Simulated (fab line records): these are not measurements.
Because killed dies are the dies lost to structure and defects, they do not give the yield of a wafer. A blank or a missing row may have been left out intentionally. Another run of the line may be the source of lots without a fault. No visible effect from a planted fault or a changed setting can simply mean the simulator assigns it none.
Matching of chambers || flow n5Finfet || N5_BEOL_M6_DESCUM_33 on rieDiel-03: 4 sister chambers
The step chemistry O2, time 7 s. 14 wafers are shown with their chamber, then 7 later ones without.

== WAFERS PAIRED WITH THEIR CHAMBERS ==
{"wafer": "L079.1", "chamber": 0, "throttleValvePct (%)": 20.43, "showerheadPlenumPTorr (Torr)": 2.01, "oesProductAu (a.u.)": 0.80}
{"wafer": "L079.4", "chamber": 0, "throttleValvePct (%)": 20.42, "showerheadPlenumPTorr (Torr)": 2.01, "oesProductAu (a.u.)": 0.80}
{"wafer": "L079.6", "chamber": 3, "throttleValvePct (%)": 20.61, "showerheadPlenumPTorr (Torr)": 2.15, "oesProductAu (a.u.)": 0.95}
{"wafer": "L080.2", "chamber": 2, "throttleValvePct (%)": 20.58, "showerheadPlenumPTorr (Torr)": 2.11, "oesProductAu (a.u.)": 0.81}
{"wafer": "L080.4", "chamber": 0, "throttleValvePct (%)": 20.44, "showerheadPlenumPTorr (Torr)": 2.01, "oesProductAu (a.u.)": 0.80}
{"wafer": "L080.5", "chamber": 2, "throttleValvePct (%)": 20.58, "showerheadPlenumPTorr (Torr)": 2.11, "oesProductAu (a.u.)": 0.81}
{"wafer": "L084.1", "chamber": 2, "throttleValvePct (%)": 20.59, "showerheadPlenumPTorr (Torr)": 2.11, "oesProductAu (a.u.)": 0.80}
{"wafer": "L084.3", "chamber": 0, "throttleValvePct (%)": 20.42, "showerheadPlenumPTorr (Torr)": 2.01, "oesProductAu (a.u.)": 0.79}
{"wafer": "L084.4", "chamber": 1, "throttleValvePct (%)": 20.25, "showerheadPlenumPTorr (Torr)": 2.12, "oesProductAu (a.u.)": 0.81}
{"wafer": "L091.2", "chamber": 2, "throttleValvePct (%)": 20.58, "showerheadPlenumPTorr (Torr)": 2.10, "oesProductAu (a.u.)": 0.78}
{"wafer": "L091.5", "chamber": 0, "throttleValvePct (%)": 20.46, "showerheadPlenumPTorr (Torr)": 2.00, "oesProductAu (a.u.)": 0.79}
{"wafer": "L091.6", "chamber": 1, "throttleValvePct (%)": 20.25, "showerheadPlenumPTorr (Torr)": 2.12, "oesProductAu (a.u.)": 0.79}
{"wafer": "L093.2", "chamber": 3, "throttleValvePct (%)": 20.62, "showerheadPlenumPTorr (Torr)": 2.14, "oesProductAu (a.u.)": 0.90}
{"wafer": "L093.4", "chamber": 0, "throttleValvePct (%)": 20.46, "showerheadPlenumPTorr (Torr)": 2.00, "oesProductAu (a.u.)": 0.78}

SIGNATURES (averages over the wafers above)
{"reading": "throttleValvePct", "chamber 0": 20.4383, "chamber 1": 20.2500, "chamber 2": 20.5825, "chamber 3": 20.6150, "scatter within a chamber": 0.0134}
{"reading": "showerheadPlenumPTorr", "chamber 0": 2.0067, "chamber 1": 2.1200, "chamber 2": 2.1075, "chamber 3": 2.1450, "scatter within a chamber": 0.00508}
{"reading": "oesProductAu", "chamber 0": 0.7933, "chamber 1": 0.8000, "chamber 2": 0.8000, "chamber 3": 0.9250, "scatter within a chamber": 0.0154}
Rule: for a wafer and a chamber, the distance is found by dividing, reading by reading, the gap between the wafer's reading and the chamber's mean by the reading's scatter, squaring, summing and taking the root. The wafer belongs to the nearest chamber; if the next one is less than 2 further off, it can't be placed. The scatter: the root of (the sum of the squares of (reading less its chamber's mean) over the shown wafers, divided by (wafers less chambers)).

== WAFERS WITHOUT THEIR CHAMBER ==
{"wafer": "L093.6", "throttleValvePct (%)": 20.26, "showerheadPlenumPTorr (Torr)": 2.12, "oesProductAu (a.u.)": 0.78}
{"wafer": "L095.2", "throttleValvePct (%)": 20.59, "showerheadPlenumPTorr (Torr)": 2.10, "oesProductAu (a.u.)": 0.78}
{"wafer": "L095.5", "throttleValvePct (%)": 20.60, "showerheadPlenumPTorr (Torr)": 2.10, "oesProductAu (a.u.)": 0.78}
{"wafer": "L095.6", "throttleValvePct (%)": 20.63, "showerheadPlenumPTorr (Torr)": 2.14, "oesProductAu (a.u.)": 0.89}
{"wafer": "L097.1", "throttleValvePct (%)": 20.28, "showerheadPlenumPTorr (Torr)": 2.11, "oesProductAu (a.u.)": 0.79}
{"wafer": "L097.5", "throttleValvePct (%)": 20.63, "showerheadPlenumPTorr (Torr)": 2.14, "oesProductAu (a.u.)": 0.90}
{"wafer": "L097.6", "throttleValvePct (%)": 20.45, "showerheadPlenumPTorr (Torr)": 2.00, "oesProductAu (a.u.)": 0.78}

== WHICH CHAMBER EACH ONE RAN IN ==
{"wafer": "L093.6", "from the rows above": 1, "in truth": 1}
{"wafer": "L095.2", "from the rows above": 2, "in truth": 2}
{"wafer": "L095.5", "from the rows above": 2, "in truth": 2}
{"wafer": "L095.6", "from the rows above": 3, "in truth": 3}
{"wafer": "L097.1", "from the rows above": 1, "in truth": 1}
{"wafer": "L097.5", "from the rows above": 3, "in truth": 3}
{"wafer": "L097.6", "from the rows above": 0, "in truth": 0}
Placed correctly: 7 of 7. Left unplaced by these rows: 0. 0 placed wrongly.
